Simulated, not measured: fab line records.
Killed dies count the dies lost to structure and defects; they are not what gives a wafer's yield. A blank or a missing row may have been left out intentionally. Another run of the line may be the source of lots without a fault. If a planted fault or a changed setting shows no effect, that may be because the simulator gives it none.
Matching of chambers | flow nand-harc | NHARC_A_CONTACT_DESCUM_74 on rie-diel-07 has 4 sister chambers
The step chemistry O2, time 3 s. 8 wafers are shown with their chamber, then 7 later ones without.

WAFERS WITH THEIR CHAMBER
wafer  | chamber | drypump-motor-current-A (A) | showerhead-plenum-p-Torr (Torr)
L771.1 | 2       | 6.7                         | 1.94
L773.2 | 2       | 6.7                         | 1.94
L774.5 | 0       | 6.2                         | 1.85
L775.2 | 1       | 5.7                         | 1.91
L775.3 | 3       | 5.4                         | 1.93
L775.6 | 0       | 6.2                         | 1.85
L789.3 | 1       | 5.7                         | 1.89
L789.5 | 3       | 5.3                         | 1.92

WAFERS MISSING THEIR CHAMBER
wafer  | drypump-motor-current-A (A) | showerhead-plenum-p-Torr (Torr)
L789.6 | 6.7                         | 1.92
L793.2 | 6.7                         | 1.92
L793.4 | 5.4                         | 1.92
L793.5 | 6.7                         | 1.92
L792.2 | 5.7                         | 1.89
L792.4 | 6.3                         | 1.83
L792.5 | 5.3                         | 1.92

CHAMBER TAKEN BY EACH
wafer  | from the rows above | in truth
L789.6 | 2                   | 2
L793.2 | 2                   | 2
L793.4 | 3                   | 3
L793.5 | 2                   | 2
L792.2 | 1                   | 1
L792.4 | 0                   | 0
L792.5 | 3                   | 3
7 of 7 placed correctly. Not placeable from these rows: 0. Number placed wrongly: 0.
How it was worked out, from the rows above alone: a wafer's distance from a chamber is the root of the sum, over the readings, of the square of ((its reading less the chamber's mean) divided by the reading's scatter). If the next closest chamber is less than 2 further off than the closest, the wafer can't be placed; otherwise it belongs to the closest. Each chamber's mean is taken over the wafers shown for it. The scatter is the square root of a quotient: the sum, over the shown wafers, of each reading's squared deviation from its chamber's mean, divided by wafers minus chambers.
